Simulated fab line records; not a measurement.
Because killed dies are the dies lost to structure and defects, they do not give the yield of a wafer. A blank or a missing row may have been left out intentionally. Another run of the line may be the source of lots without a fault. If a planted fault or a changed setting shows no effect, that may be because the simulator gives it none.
fab line records | flow nand-harc
[record] lots = 24 wafers = 72 last-day = 34
route steps=1302 shown A_SLIT@943 A_CONTACT@1011
lots that met no fault: taken from a fault-free run of the same line
start-h: the number of hours between the record's first day and the start of the first shown wafer of the lot | wait-h: time in hours since the lot's previous step | " the same as in the row above | L1.1+2: a single row standing in for several wafers | - no value, or no start given | * or withheld: withheld | < > ~ a bound
route shown NAME@n: NAME is a module with steps in the file, n the number in the route of the first one | usual: average and standard deviation across the fault-free wafers | same: alike in all rows | chamber/n: place in a boat | sites: each site's reading | _std_site: standard deviation across them | _edge_site: the outer-site mean with the inner-site mean subtracted | radius-mm: for every site, how far away it sits from the centre of the wafer | mask NAME#n: copy n | behind: the last tool/chamber to shape the wafer | hold: why the lot was held/for how many hours/how that ended | device: which transistor (n, p or np) failed to switch | end of line: the tests these same wafers got at the end of their route | step lacking rows: just its recipe | killed: dies lost to structure and defects at the first sort, not the wafer's yield | map: shows each die of a wafer: x if killed, . if not, _ if none is there
set.NAME: the run value of the setting; set.NAME@STEP: its run value at that earlier step | model.NAME: the simulator's own value behind a step, which no gauge read
steps of the route over a sample of lots; a table a step, a row a wafer
services: the hour from which a tool's chamber was out of use, counted from the record's first day as start-h (under 0 if before that day), plus the number of hours and why
[[steps]]
[step NHARC_A_SLIT_STRIP_18]
[recipe] o2-flow-sccm = 500 ar-flow-sccm = 0 bias-w = 0 chemistry = O2
[usual] drypump-motor-current-A = 5.8/0.53 oes-product-au = 1.000/0.0081 rf-vpp-V = 58.1/0.84 showerhead-plenum-p-Torr = 3.60/0.13 throttle-valve-pct = 17.037/0.0093
// columns lot.wafer tool chamber start-h wait-h drypump-motor-current-A oes-product-au rf-hours-counter-h rf-vpp-V showerhead-plenum-p-Torr throttle-valve-pct
L074.2 rie-diel-01 2 - - 4.9 1.008 5 57.0 3.50 17.034
L074.3 " 1 " " 6.0 1.004 6 57.5 3.64 17.046
L074.5 " 2 " " 4.9 1.006 - 57.4 3.49 17.049
L077.1 rie-diel-01 0 - - 6.2 1.009 8 56.9 3.77 17.027
L077.2 " 2 " " 4.8 0.999 5 56.3 3.50 17.041
L077.5 " 3 " " 5.7 1.007 - 57.9 3.49 17.038
L075.1 rie-diel-05 0 - - 5.8 1.008 4 57.5 3.59 17.036
L075.4 " 1 " " 6.6 1.003 2 58.6 3.58 17.035
L075.2 " 3 " " 6.0 1.005 3 60.0 3.74 17.030
L076.4 rie-diel-01 3 - - 5.7 1.001 6 57.6 3.48 17.041
L076.6 " 0 " " 6.2 0.998 - 57.5 3.76 17.036
L076.5 " 1 " " 6.0 0.992 - 58.9 3.64 17.028
L078.3 rie-diel-07 1 - - 6.6 0.995 0 57.8 3.38 17.047
L078.1 " 3 " " 5.8 0.992 0 59.3 3.76 17.040
L078.5 " 0 " " 5.2 0.991 - 59.2 3.74 17.030
L079.3 rie-diel-07 2 - - 5.6 0.987 0 57.4 3.69 17.038
L079.1 " 0 " " 5.2 0.995 0 57.7 3.74 17.032
L079.5 " 2 " " 5.6 0.985 - 58.6 3.69 17.036
L080.2 rie-diel-07 2 - - 5.6 0.994 2 58.9 3.69 17.036
L080.5 " 0 " " 5.2 1.001 - 59.1 3.74 17.031
L080.6 " 1 " " 6.6 0.998 - 58.0 3.37 17.033
L081.4 rie-diel-01 3 - - 5.7 0.991 9 57.1 3.48 17.056
L081.1 " 0 " " 6.2 1.002 12 58.7 3.76 17.039
L081.6 " 0 " " 6.2 0.997 - 57.8 3.76 17.051
L082.1 rie-diel-01 1 - - 6.0 1.002 12 58.2 3.64 17.025
L082.2 " 2 " " 4.9 0.990 10 57.7 3.49 17.043
L082.5 " 3 " " 5.7 0.992 - 58.3 3.48 17.032
L084.4 rie-diel-07 3 - - 5.8 0.999 1 58.5 3.76 17.043
L084.2 " 0 " " 5.2 1.002 5 57.6 3.74 17.031
L084.6 " 3 " " 5.8 1.014 - 58.1 3.76 17.044
L083.4 rie-diel-05 1 - - 6.5 1.011 6 57.4 3.58 17.028
L083.3 " 3 " " 6.0 1.004 6 59.5 3.74 17.043
L083.6 " 1 " " 6.5 0.996 - 56.9 3.58 17.049
L085.4 rie-diel-07 2 - - 5.6 0.996 6 58.6 3.69 17.034
L085.3 " 1 " " 6.6 0.997 6 57.1 3.37 17.038
L085.6 " 3 " " 5.8 1.005 - 59.3 3.76 17.056
L086.3 rie-diel-07 1 - - 6.5 0.990 6 59.7 3.37 17.036
L086.1 " 3 " " 5.8 0.993 3 58.0 3.76 17.056
L086.5 " 1 " " 6.6 1.006 - 56.9 3.37 17.046
L087.2 rie-diel-01 2 - - 4.9 0.989 0 56.3 3.49 17.038
L087.1 " 3 " " 5.7 1.002 0 57.6 3.48 17.026
L087.5 " 1 " " 5.9 0.996 - 59.7 3.64 17.046
L089.3 rie-diel-01 2 - - 4.9 0.994 2 56.6 3.49 17.031
L089.4 " 0 " " 6.2 1.004 1 59.8 3.76 17.020
L089.1 " 1 " " 6.0 1.006 2 58.8 3.63 17.030
L088.4 rie-diel-01 1 - - 6.0 1.007 2 58.3 3.63 17.043
L088.2 " 2 " " 4.9 0.998 2 58.6 3.49 17.052
L088.6 " 3 " " 5.7 1.005 - 57.5 3.48 17.043
L091.3 rie-diel-01 3 - - 5.7 1.003 2 58.7 3.48 17.032
L091.2 " 1 " " 6.0 0.998 3 58.5 3.63 17.043
L091.4 " 2 " " 4.9 0.992 3 57.6 3.49 17.026
L090.1 rie-diel-01 2 - - 4.9 0.997 4 57.0 3.49 17.027
L090.3 " 3 " " 5.7 1.012 3 56.9 3.48 17.022
L090.6 " 2 " " 4.9 0.989 - 57.2 3.49 17.031
L095.2 rie-diel-01 3 - - 5.7 1.016 4 57.5 3.48 17.027
L095.1 " 0 " " 6.2 1.009 3 58.7 3.76 17.020
L095.3 " 2 " " 4.9 0.991 5 58.5 3.49 17.028
L093.1 rie-diel-07 1 - - 6.7 0.990 9 58.6 3.37 17.037
L093.3 " 2 " " 5.6 0.987 10 58.8 3.69 17.036
L093.5 " 1 " " 6.6 0.993 - 57.9 3.37 17.029
L092.3 rie-diel-01 0 - - 6.2 0.993 3 58.6 3.76 17.028
L092.4 " 0 " " 6.2 1.004 - 58.9 3.76 17.038
L092.6 " 2 " " 4.9 0.999 - 59.0 3.49 17.047
L094.2 rie-diel-01 3 - - 5.7 1.005 5 59.5 3.48 17.040
L094.6 " 2 " " 4.9 0.987 - 58.1 3.49 17.041
L094.5 " 3 " " 5.7 1.014 - 57.2 3.48 17.034
L096.2 rie-diel-07 3 - - 5.7 0.997 3 57.9 3.75 17.038
L096.5 " 0 " " 5.2 1.001 - 58.1 3.74 17.048
L096.6 " 1 " " 6.6 0.989 - 58.7 3.37 17.040
L097.2 rie-diel-05 1 - - 6.5 1.008 5 58.0 3.57 17.036
L097.3 " 2 " " 6.6 1.016 5 56.3 3.53 17.040
L097.6 " 2 " " 6.6 1.020 - 59.2 3.53 17.052
[step NHARC_A_CONTACT_ETCH_117]
[recipe] source-w = withheld pressure-mtorr = 20 bias-v = 3000 time-s = 190 target-depth-a = 18500 ar-flow-sccm = withheld c4f8-flow-sccm = withheld o2-flow-sccm = withheld chemistry = C4F8/O2/Ar
// columns lot.wafer tool chamber start-h wait-h rf-hours-counter-h
L074.2 har-cap-etch-01 0 493.44 0.1 125
L074.3 " 0 " " -
L074.5 " 0 " " -
L075.1 har-cap-etch-02 0 510.41 0.1 86
L075.2 " 1 " " 86
L075.4 " 0 " " -
L077.1 har-cap-etch-03 1 510.65 0.1 47
L077.2 " 0 " " 47
L077.5 " 1 " " -
L076.4 har-cap-etch-01 1 523.29 0.2 -
L076.5 " 0 " " -
L076.6 " 1 " " -
L078.1 har-cap-etch-03 0 528.92 0.1 51
L078.3 " 0 " " -
L078.5 " 0 " " -
L079.1 har-cap-etch-02 1 532.22 0.1 92
L079.3 " 1 " " -
L079.5 " 1 " " -
L080.2 har-cap-etch-02 1 558.37 0.1 97
L080.5 " 1 " " -
L080.6 " 0 " " -
L081.1 har-cap-etch-03 0 565.54 0.1 57
L081.4 " 1 " " -
L081.6 " 0 " " -
L082.1 har-cap-etch-01 0 583.61 0.1 9
L082.2 " 1 " " 9
L082.5 " 0 " " -
L084.2 har-cap-etch-03 0 587.06 0.1 61
L084.4 " 1 " " -
L084.6 " 1 " " -
L083.4 har-cap-etch-02 0 587.55 0.1 -
L083.3 " 1 " " -
L083.6 " 0 " " -
L085.4 har-cap-etch-01 0 601.45 0.1 -
L085.3 " 1 " " -
L085.6 " 0 " " -
L086.1 har-cap-etch-03 0 601.89 0.1 65
L086.3 " 0 " " -
L086.5 " 1 " " -
L087.2 har-cap-etch-03 0 610.21 0.1 68
L087.1 " 1 " " 68
L087.5 " 1 " " -
L089.1 har-cap-etch-03 1 632.28 0.1 72
L089.3 " 0 " " -
L089.4 " 1 " " -
L088.2 har-cap-etch-01 0 633.65 0.1 20
L088.4 " 0 " " -
L088.6 " 1 " " -
L091.2 har-cap-etch-01 0 649.62 0.1 23
L091.4 " 1 " " -
L091.3 " 0 " " -
L090.1 har-cap-etch-01 0 664.61 0.2 25
L090.3 " 1 " " -
L090.6 " 1 " " -
L095.2 har-cap-etch-01 0 679.42 0.1 27
L095.1 " 1 " " 27
L095.3 " 0 " " -
L092.4 har-cap-etch-02 1 683.22 0.1 -
L092.3 " 0 " " -
L092.6 " 0 " " -
L093.1 har-cap-etch-03 0 683.95 0.1 81
L093.3 " 1 " " -
L093.5 " 1 " " -
L094.2 har-cap-etch-02 1 700.76 0.1 122
L094.5 " 1 " " -
L094.6 " 0 " " -
L096.2 har-cap-etch-02 1 728.49 0.1 126
L096.5 " 0 " " -
L096.6 " 1 " " -
L097.2 har-cap-etch-03 1 730.86 0.1 87
L097.3 " 1 " " -
L097.6 " 1 " " -
[step NHARC_A_CONTACT_ETCH_118]
[recipe] source-w = withheld pressure-mtorr = 20 bias-v = 3000 time-s = 190 target-depth-a = 18500 ar-flow-sccm = withheld c4f8-flow-sccm = withheld o2-flow-sccm = withheld chemistry = C4F8/O2/Ar
// columns lot.wafer tool chamber start-h wait-h rf-hours-counter-h
L074.2 har-cap-etch-01 0 493.61 0.1 125
L074.3 " 0 " " -
L074.5 " 0 " " -
L075.1 har-cap-etch-02 0 510.58 0.1 86
L075.2 " 1 " " 86
L075.4 " 0 " " -
L077.1 har-cap-etch-03 1 510.82 0.1 47
L077.2 " 0 " " 47
L077.5 " 1 " " -
L076.4 har-cap-etch-01 1 523.51 0.2 -
L076.5 " 0 " " -
L076.6 " 1 " " -
L078.1 har-cap-etch-03 0 529.08 0.1 51
L078.3 " 0 " " -
L078.5 " 0 " " -
L079.1 har-cap-etch-02 1 532.39 0.1 92
L079.3 " 1 " " -
L079.5 " 1 " " -
L080.2 har-cap-etch-02 1 558.55 0.1 97
L080.5 " 1 " " -
L080.6 " 0 " " -
L081.1 har-cap-etch-03 0 565.71 0.1 57
L081.4 " 1 " " -
L081.6 " 0 " " -
L082.1 har-cap-etch-01 0 583.78 0.1 10
L082.2 " 1 " " 10
L082.5 " 0 " " -
L084.2 har-cap-etch-03 0 587.23 0.1 62
L084.4 " 1 " " -
L084.6 " 1 " " -
L083.4 har-cap-etch-02 0 588.66 1.1 -
L083.3 " 1 " " -
L083.6 " 0 " " -
L085.4 har-cap-etch-01 0 601.62 0.1 -
L085.3 " 1 " " -
L085.6 " 0 " " -
L086.1 har-cap-etch-03 0 602.06 0.1 66
L086.3 " 0 " " -
L086.5 " 1 " " -
L087.2 har-cap-etch-03 0 610.38 0.1 68
L087.1 " 1 " " 68
L087.5 " 1 " " -
L089.1 har-cap-etch-03 1 632.45 0.1 72
L089.3 " 0 " " -
L089.4 " 1 " " -
L088.2 har-cap-etch-01 0 633.83 0.1 20
L088.4 " 0 " " -
L088.6 " 1 " " -
L091.2 har-cap-etch-01 0 649.79 0.1 23
L091.4 " 1 " " -
L091.3 " 0 " " -
L090.1 har-cap-etch-01 0 664.84 0.2 25
L090.3 " 1 " " -
L090.6 " 1 " " -
L095.2 har-cap-etch-01 0 679.59 0.1 27
L095.1 " 1 " " 27
L095.3 " 0 " " -
L092.4 har-cap-etch-02 1 683.39 0.1 -
L092.3 " 0 " " -
L092.6 " 0 " " -
L093.1 har-cap-etch-03 0 684.12 0.1 81
L093.3 " 1 " " -
L093.5 " 1 " " -
L094.2 har-cap-etch-02 1 700.93 0.1 122
L094.5 " 1 " " -
L094.6 " 0 " " -
L096.2 har-cap-etch-02 1 728.66 0.1 126
L096.5 " 0 " " -
L096.6 " 1 " " -
L097.2 har-cap-etch-03 1 731.04 0.1 88
L097.3 " 1 " " -
L097.6 " 1 " " -
[step NHARC_A_CONTACT_ETCH_120]
[recipe] source-w = withheld pressure-mtorr = 20 bias-v = 3000 time-s = 190 target-depth-a = 18500 ar-flow-sccm = withheld c4f8-flow-sccm = withheld o2-flow-sccm = withheld chemistry = C4F8/O2/Ar
// columns lot.wafer tool chamber start-h wait-h rf-hours-counter-h
L074.2 har-cap-etch-01 0 493.95 0.1 126
L074.3 " 0 " " -
L074.5 " 0 " " -
L075.1 har-cap-etch-02 0 510.93 0.1 87
L075.2 " 1 " " 87
L075.4 " 0 " " -
L077.1 har-cap-etch-03 1 511.17 0.1 47
L077.2 " 0 " " 47
L077.5 " 1 " " -
L076.4 har-cap-etch-01 1 523.97 0.2 -
L076.5 " 0 " " -
L076.6 " 1 " " -
L078.1 har-cap-etch-03 0 529.43 0.1 51
L078.3 " 0 " " -
L078.5 " 0 " " -
L079.1 har-cap-etch-02 1 532.73 0.1 92
L079.3 " 1 " " -
L079.5 " 1 " " -
L080.2 har-cap-etch-02 1 558.89 0.1 98
L080.5 " 1 " " -
L080.6 " 0 " " -
L081.1 har-cap-etch-03 0 566.05 0.1 58
L081.4 " 1 " " -
L081.6 " 0 " " -
L082.1 har-cap-etch-01 0 584.13 0.1 10
L082.2 " 1 " " 10
L082.5 " 0 " " -
L084.2 har-cap-etch-03 0 587.57 0.1 62
L084.4 " 1 " " -
L084.6 " 1 " " -
L083.4 har-cap-etch-02 0 589.00 0.1 -
L083.3 " 1 " " -
L083.6 " 0 " " -
L085.4 har-cap-etch-01 0 601.96 0.1 -
L085.3 " 1 " " -
L085.6 " 0 " " -
L086.1 har-cap-etch-03 0 602.40 0.1 66
L086.3 " 0 " " -
L086.5 " 1 " " -
L087.2 har-cap-etch-03 0 610.72 0.1 68
L087.1 " 1 " " 68
L087.5 " 1 " " -
L089.1 har-cap-etch-03 1 632.79 0.1 72
L089.3 " 0 " " -
L089.4 " 1 " " -
L088.2 har-cap-etch-01 0 634.17 0.1 21
L088.4 " 0 " " -
L088.6 " 1 " " -
L091.2 har-cap-etch-01 0 650.13 0.1 23
L091.4 " 1 " " -
L091.3 " 0 " " -
L090.1 har-cap-etch-01 0 665.30 0.2 25
L090.3 " 1 " " -
L090.6 " 1 " " -
L095.2 har-cap-etch-01 0 679.94 0.1 28
L095.1 " 1 " " 28
L095.3 " 0 " " -
L092.4 har-cap-etch-02 1 683.73 0.1 -
L092.3 " 0 " " -
L092.6 " 0 " " -
L093.1 har-cap-etch-03 0 684.47 0.1 81
L093.3 " 1 " " -
L093.5 " 1 " " -
L094.2 har-cap-etch-02 1 701.27 0.1 122
L094.5 " 1 " " -
L094.6 " 0 " " -
L096.2 har-cap-etch-02 1 729.00 0.1 126
L096.5 " 0 " " -
L096.6 " 1 " " -
L097.2 har-cap-etch-03 1 731.38 0.1 88
L097.3 " 1 " " -
L097.6 " 1 " " -
[step NHARC_A_CONTACT_ETCH_121]
[recipe] source-w = withheld pressure-mtorr = 20 bias-v = 3000 time-s = 190 target-depth-a = 18500 ar-flow-sccm = withheld c4f8-flow-sccm = withheld o2-flow-sccm = withheld chemistry = C4F8/O2/Ar
// columns lot.wafer tool chamber start-h wait-h rf-hours-counter-h
L074.2 har-cap-etch-01 0 494.12 0.1 126
L074.3 " 0 " " -
L074.5 " 0 " " -
L075.1 har-cap-etch-02 0 511.10 0.1 87
L075.2 " 1 " " 87
L075.4 " 0 " " -
L077.1 har-cap-etch-03 1 511.34 0.1 47
L077.2 " 0 " " 47
L077.5 " 1 " " -
L076.4 har-cap-etch-01 1 524.20 0.2 -
L076.5 " 0 " " -
L076.6 " 1 " " -
L078.1 har-cap-etch-03 0 529.60 0.1 51
L078.3 " 0 " " -
L078.5 " 0 " " -
L079.1 har-cap-etch-02 1 532.90 0.1 92
L079.3 " 1 " " -
L079.5 " 1 " " -
L080.2 har-cap-etch-02 1 559.06 0.1 98
L080.5 " 1 " " -
L080.6 " 0 " " -
L081.1 har-cap-etch-03 0 566.22 0.1 58
L081.4 " 1 " " -
L081.6 " 0 " " -
L082.1 har-cap-etch-01 0 584.30 0.1 10
L082.2 " 1 " " 10
L082.5 " 0 " " -
L084.2 har-cap-etch-03 0 587.74 0.1 62
L084.4 " 1 " " -
L084.6 " 1 " " -
L083.4 har-cap-etch-02 0 589.17 0.1 -
L083.3 " 1 " " -
L083.6 " 0 " " -
L085.4 har-cap-etch-01 0 602.13 0.1 -
L085.3 " 1 " " -
L085.6 " 0 " " -
L086.1 har-cap-etch-03 0 602.57 0.1 66
L086.3 " 0 " " -
L086.5 " 1 " " -
L087.2 har-cap-etch-03 0 610.89 0.1 68
L087.1 " 1 " " 68
L087.5 " 1 " " -
L089.1 har-cap-etch-03 1 632.96 0.1 72
L089.3 " 0 " " -
L089.4 " 1 " " -
L088.2 har-cap-etch-01 0 634.34 0.1 21
L088.4 " 0 " " -
L088.6 " 1 " " -
L091.2 har-cap-etch-01 0 650.30 0.1 23
L091.4 " 1 " " -
L091.3 " 0 " " -
L090.1 har-cap-etch-01 0 665.53 0.2 25
L090.3 " 1 " " -
L090.6 " 1 " " -
L095.2 har-cap-etch-01 0 680.11 0.1 28
L095.1 " 1 " " 28
L095.3 " 0 " " -
L092.4 har-cap-etch-02 1 683.90 0.1 -
L092.3 " 0 " " -
L092.6 " 0 " " -
L093.1 har-cap-etch-03 0 684.64 0.1 81
L093.3 " 1 " " -
L093.5 " 1 " " -
L094.2 har-cap-etch-02 1 701.44 0.1 122
L094.5 " 1 " " -
L094.6 " 0 " " -
L096.2 har-cap-etch-02 1 729.17 0.1 126
L096.5 " 0 " " -
L096.6 " 1 " " -
L097.2 har-cap-etch-03 1 731.55 0.1 88
L097.3 " 1 " " -
L097.6 " 1 " " -
[step NHARC_A_CONTACT_ETCH_90]
[recipe] target-depth-a = 400 over-etch-frac = 0.5 time-s = 85.7 ion-energy-ev = 120 ch3f-flow-sccm = 50 o2-flow-sccm = 30 ar-flow-sccm = 200 rf-w = 500 bias-w = 100 chemistry = CH3F/O2
[usual] drypump-motor-current-A = 5.8/0.45 oes-product-au = 0.96/0.037 rf-vpp-V = 244.8/1.4 showerhead-plenum-p-Torr = 2.48/0.077 throttle-valve-pct = 20.663/0.01
// columns lot.wafer tool chamber start-h wait-h drypump-motor-current-A oes-product-au rf-hours-counter-h rf-vpp-V showerhead-plenum-p-Torr throttle-valve-pct
L074.3 rie-diel-03 1 495.44 0.7 6.1 0.93 4 245.7 2.56 20.668
L074.2 " 2 " " 5.8 0.93 5 243.8 2.40 20.676
L074.5 " 0 " " 5.3 0.92 - 243.2 2.48 20.660
L075.2 rie-diel-11 1 512.41 0.8 5.7 0.93 21 243.3 2.36 20.661
L075.1 " 2 " " 5.8 0.91 18 249.7 2.65 20.662
L075.4 " 0 " " 5.3 0.93 25 242.5 2.29 20.673
L077.2 rie-diel-03 2 512.65 0.8 5.9 1.00 7 243.0 2.40 20.667
L077.1 " 3 " " 6.5 0.99 6 244.5 2.54 20.652
L077.5 " 3 " " 6.4 1.00 - 246.8 2.54 20.676
L076.4 rie-diel-11 3 525.95 0.8 5.7 1.01 26 245.8 2.54 20.648
L076.5 " 0 " " 5.3 1.00 - 241.2 2.29 20.667
L076.6 " 1 " " 5.8 1.01 - 242.5 2.36 20.665
L078.1 rie-diel-03 0 530.93 0.9 5.3 1.00 7 246.3 2.48 20.646
L078.3 " 1 " " 6.1 1.00 8 245.8 2.56 20.656
L078.5 " 3 " " 6.5 1.00 - 245.7 2.54 20.670
L079.3 rie-diel-03 1 534.23 0.7 6.2 1.00 9 244.7 2.56 20.652
L079.1 " 3 " " 6.5 0.99 9 245.0 2.54 20.658
L079.5 " 0 " " 5.3 1.00 - 245.9 2.48 20.667
L080.2 rie-diel-03 1 560.41 0.9 6.1 0.99 14 246.2 2.56 20.673
L080.6 " 2 " " 5.9 1.02 - 241.9 2.39 20.657
L080.5 " 3 " " 6.5 1.01 - 246.0 2.54 20.668
L081.1 rie-diel-03 1 567.56 0.9 6.1 0.97 14 244.5 2.56 20.665
L081.4 " 3 " " 6.5 0.95 14 245.8 2.54 20.660
L081.6 " 0 " " 5.3 0.95 - 244.8 2.48 20.674
L082.2 rie-diel-11 3 585.64 0.8 5.7 0.93 47 244.7 2.53 20.667
L082.1 " 0 " " 5.3 0.93 54 239.4 2.28 20.669
L082.5 " 2 " " 5.8 0.93 - 245.8 2.64 20.674
L084.4 rie-diel-03 1 589.03 0.7 6.1 0.92 17 246.5 2.56 20.657
L084.2 " 0 " " 5.3 0.99 15 246.2 2.48 20.647
L084.6 " 2 " " 5.9 0.93 - 244.3 2.39 20.677
L083.3 rie-diel-03 3 590.44 0.6 6.5 0.92 18 243.9 2.54 20.662
L083.4 " 1 " " 6.1 0.91 17 245.2 2.56 20.660
L083.6 " 3 " " 6.5 0.93 - 244.6 2.54 20.669
L085.3 rie-diel-03 2 603.41 0.6 5.9 0.93 21 243.0 2.39 20.650
L085.4 " 3 " " 6.5 0.93 21 245.6 2.54 20.668
L085.6 " 1 " " 6.1 0.92 - 247.0 2.56 20.658
L086.1 rie-diel-03 3 603.87 0.8 6.5 1.00 21 246.3 2.54 20.652
L086.3 " 2 " " 5.9 1.00 21 243.8 2.39 20.654
L086.5 " 0 " " 5.3 1.00 - 245.0 2.48 20.673
L087.1 rie-diel-04 1 612.23 0.8 5.7 0.92 25 245.0 2.50 20.658
L087.2 " 2 " " 6.0 0.93 22 245.1 2.48 20.669
L087.5 " 1 " " 5.7 0.93 - 245.9 2.50 20.666
L089.4 rie-diel-03 1 634.27 0.6 6.2 0.96 26 245.8 2.55 20.690
L089.3 " 2 " " 5.9 0.94 26 245.6 2.39 20.674
L089.1 " 3 " " 6.5 0.96 27 244.9 2.53 20.678
L088.4 rie-diel-04 0 635.66 0.7 5.6 0.92 39 246.0 2.51 20.645
L088.2 " 1 " " 5.7 0.91 36 244.4 2.50 20.652
L088.6 " 1 " " 5.7 0.92 - 244.2 2.50 20.659
L091.3 rie-diel-03 0 651.60 0.6 5.3 1.00 1 244.8 2.47 20.663
L091.4 " 1 " " 6.1 1.00 1 244.9 2.55 20.656
L091.2 " 2 " " 5.9 1.00 1 244.3 2.39 20.660
L090.1 rie-diel-04 1 667.15 1.1 5.7 0.92 48 244.4 2.49 20.650
L090.3 " 2 " " 6.0 0.92 41 244.3 2.48 20.660
L090.6 " 0 " " 5.6 0.92 - 245.0 2.51 20.656
L095.3 rie-diel-03 3 681.44 0.7 6.5 1.01 5 247.6 2.53 20.655
L095.2 " 0 " " 5.3 1.00 4 245.2 2.47 20.659
L095.1 " 1 " " 6.1 1.01 4 245.0 2.55 20.661
L092.3 rie-diel-03 2 685.17 0.6 5.9 1.01 6 241.8 2.39 20.665
L092.4 " 0 " " 5.3 1.00 5 245.8 2.47 20.651
L092.6 " 3 " " 6.5 1.01 - 246.8 2.53 20.674
L093.3 rie-diel-04 2 685.93 0.7 6.0 0.92 44 244.0 2.48 20.653
L093.1 " 3 " " 5.0 0.92 47 241.8 2.38 20.660
L093.5 " 3 " " 5.0 0.93 - 243.8 2.38 20.667
L094.2 rie-diel-04 3 702.76 0.9 5.0 0.93 53 242.0 2.38 20.653
L094.5 " 3 " " 5.0 0.92 - 244.4 2.38 20.668
L094.6 " 0 " " 5.6 0.92 - 245.7 2.50 20.657
L096.2 rie-diel-03 0 730.48 0.8 5.3 0.99 12 243.7 2.47 20.664
L096.6 " 3 " " 6.5 0.99 - 246.9 2.53 20.672
L096.5 " 0 " " 5.3 0.99 - 244.3 2.47 20.661
L097.3 rie-diel-03 3 732.87 0.7 6.5 0.92 13 245.1 2.53 20.678
L097.2 " 1 " " 6.1 0.93 13 245.2 2.55 20.678
L097.6 " 3 " " 6.5 0.92 - 245.1 2.53 20.663
[[services]]
// columns tool chamber start-h hours kind
rie-diel-11 - 435.05 9.0 pm
rie-diel-01 3 454.18 17.9 repair
rie-diel-03 - 458.30 9.0 pm
rie-diel-05 - 463.92 0.3 repair
rie-diel-01 2 464.28 7.7 repair
rie-diel-05 1 464.99 8.5 repair
rie-diel-07 0 465.95 5.7 repair
rie-diel-07 - 471.20 9.0 pm
rie-diel-01 3 493.79 14.7 repair
har-cap-etch-01 - 497.00 17.0 pm
rie-diel-07 3 497.61 34.7 repair
rie-diel-01 1 500.33 1.9 repair
har-cap-etch-02 - 521.66 0.2 repair
har-cap-etch-01 - 531.32 0.4 repair
rie-diel-04 - 531.90 9.0 pm
har-cap-etch-01 - 536.09 5.5 repair
rie-diel-01 - 557.93 9.0 pm
rie-diel-03 0 583.13 5.1 repair
rie-diel-03 - 635.30 9.0 pm
rie-diel-01 1 636.02 13.9 repair
rie-diel-07 - 648.20 9.0 pm
rie-diel-04 - 708.90 9.0 pm
rie-diel-03 0 718.40 1.2 repair
har-cap-etch-02 - 719.74 0.1 repair
[[key]]
fault none
